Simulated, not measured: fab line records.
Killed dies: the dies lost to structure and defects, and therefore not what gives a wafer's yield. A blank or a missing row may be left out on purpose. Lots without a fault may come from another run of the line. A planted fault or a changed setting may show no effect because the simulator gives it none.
A lot that was struck, set against a sound lot | flow n5_finfet | 15 out of 1938 route steps
Sound: the wafers L221.3, L221.4, L221.5. Struck: wafer L234.6 (left out: L234.3, L234.4 of the same lot, which were not struck); the cause appears at the end.
For every step that has rows: the tool of each side, followed by ch and its chambers, followed by its first start. Under that, the readings that differ: sound wafers | struck wafers | difference of the means | sigmas: that difference in standard deviations of wafers without a fault.
alike: words and numbers the same on both sides, and readings whose means are apart by under 2 such deviations; not compared: readings that were withheld, readings missing a value for some wafer, numbers with overlapping values and no deviation given by the record, and bounds like >300 which may hide the same value.
A row with sigmas, a row that says differs or no value, or rows on one side alone: a step with any of these is where the two part. Numbers that have no deviation but don't overlap get no sigmas and don't part them. A reading that every wafer of one side lacks parts them only if that side has two wafers or more.

first, 7 steps without rows for these wafers: N5_PMOS_HMC_CHANNEL_EPI_COAT_31 (time 60 s, resist thk 66 nm); N5_PMOS_HMC_CHANNEL_EPI_COAT_03 (resist thk 205 nm); N5_PMOS_HMC_CHANNEL_EPI_EBR_05; N5_PMOS_HMC_CHANNEL_EPI_SOFTBAKE_04 (time 60 s); N5_PMOS_HMC_CHANNEL_EPI_EXPOSE_06 (exposes mask PMOS HMC BLK, target cd 240 nm); N5_PMOS_HMC_CHANNEL_EPI_PEB_07 (peb time 60 s); N5_PMOS_HMC_CHANNEL_EPI_DEVELOP_08 (develop time 30 s).
N5_PMOS_HMC_CHANNEL_EPI_CD_MEAS_09: target cd 237.4 nm.
  sound on cd_sem-03 ch 0, day 3 06:15; struck on cd_sem-01 ch 0, day 6 11:44
  alike: cd_nm
N5_PMOS_HMC_CHANNEL_EPI_OVL_MEAS_10:
  sound on overlay-01 ch 0, day 3 06:17; struck on overlay-01 ch 0, day 6 11:46
  reading               | sound         | struck | difference | sigmas
  PMOS_HMC_BLK_OVL (nm) | -1.3 0.3 -0.2 | 1.4    | +1.8       | +2
N5_PMOS_HMC_CHANNEL_EPI_INSPECT_11: inspects for defects (macro).
  sound on defect_inspect-01 at day 3 06:18; struck on defect_inspect-01 at day 6 11:47
  alike: raw_defect_count
N5_PMOS_HMC_CHANNEL_EPI_DESCUM_14: chemistry O2, time 7.9 s.
  sound on rie_diel-05 ch 1,3, day 3 06:20; struck on rie_diel-02 ch 3, day 6 11:50
  alike: drypump_motor_current_A, oes_product_au, rf_fwd_power_W, rf_vpp_V, showerhead_plenum_p_Torr, throttle_valve_pct
  not compared: rf_hours_counter_h
N5_PMOS_HMC_CHANNEL_EPI_ETCH_32: etches BARC in N2/H2, stops on SiO2, target depth 85.8 nm, time 50.3 s.
  sound on rie_diel-05 ch 1,3, day 3 06:22; struck on rie_diel-02 ch 3, day 6 11:52
  alike: drypump_motor_current_A, oes_product_au, rf_fwd_power_W, rf_vpp_V, showerhead_plenum_p_Torr, throttle_valve_pct
  not compared: rf_hours_counter_h
N5_PMOS_HMC_CHANNEL_EPI_HM_OPEN_15: chemistry CHF3/O2, target SiO2, target depth 40.6 nm, time 20.3 s.
  sound on rie_diel-05 ch 1,3, day 3 06:25; struck on rie_diel-02 ch 3, day 6 11:54
  reading                                                         | sound             | struck | difference | sigmas
  rf_fwd_power_W (W)                                              | 645.7 643.1 645.3 | 651.2  | +6.5       | +3
  model.CAR-ArF-block_of_PMOS_HMC_CHANNEL_EPI_COAT_03.thk_nm (nm) | 91.91 93.33 91.63 | 81.37  | -10.92     |
  model.etch.depth_nm (nm)                                        | 40.32 39.87 40.05 | 53.28  | +13.20     |
  alike: CHF3_flow_sccm, O2_flow_sccm, drypump_motor_current_A, oes_o_777_au, oes_product_au, rf_vpp_V, showerhead_plenum_p_Torr, throttle_valve_pct
  not compared: rf_hours_counter_h
N5_PMOS_HMC_CHANNEL_EPI_STRIP_33: strips in N2/H2.
  sound on rie_diel-05 ch 1,3, day 3 06:28; struck on rie_diel-02 ch 3, day 6 11:58
  alike: drypump_motor_current_A, oes_product_au, rf_vpp_V, showerhead_plenum_p_Torr, throttle_valve_pct
  not compared: rf_hours_counter_h
-- record jumps: 6 days separate the struck wafers' starts on either side; left off in module PMOS_HMC_CHANNEL_EPI, taken up again in module BEOL_M4, whose first shown step is the route's number 1111 --
N5_BEOL_M4_RC_MEAS_101:
  sound on prober-01 ch 0, day 9 11:58; struck on prober-01 ch 0, day 12 22:47
  alike: DIBL_N, DIBL_P, IOFF_N, IOFF_P, ION_N, ION_P, SS_N, SS_P, VT_N, VT_P

## WHERE THEY PART
First at N5_PMOS_HMC_CHANNEL_EPI_OVL_MEAS_10; last, within this record, at N5_PMOS_HMC_CHANNEL_EPI_HM_OPEN_15. Later steps at which nothing parts them and some readings are alike: N5_PMOS_HMC_CHANNEL_EPI_STRIP_33, N5_BEOL_M4_RC_MEAS_101.

WHY: what had been put in by the simulator
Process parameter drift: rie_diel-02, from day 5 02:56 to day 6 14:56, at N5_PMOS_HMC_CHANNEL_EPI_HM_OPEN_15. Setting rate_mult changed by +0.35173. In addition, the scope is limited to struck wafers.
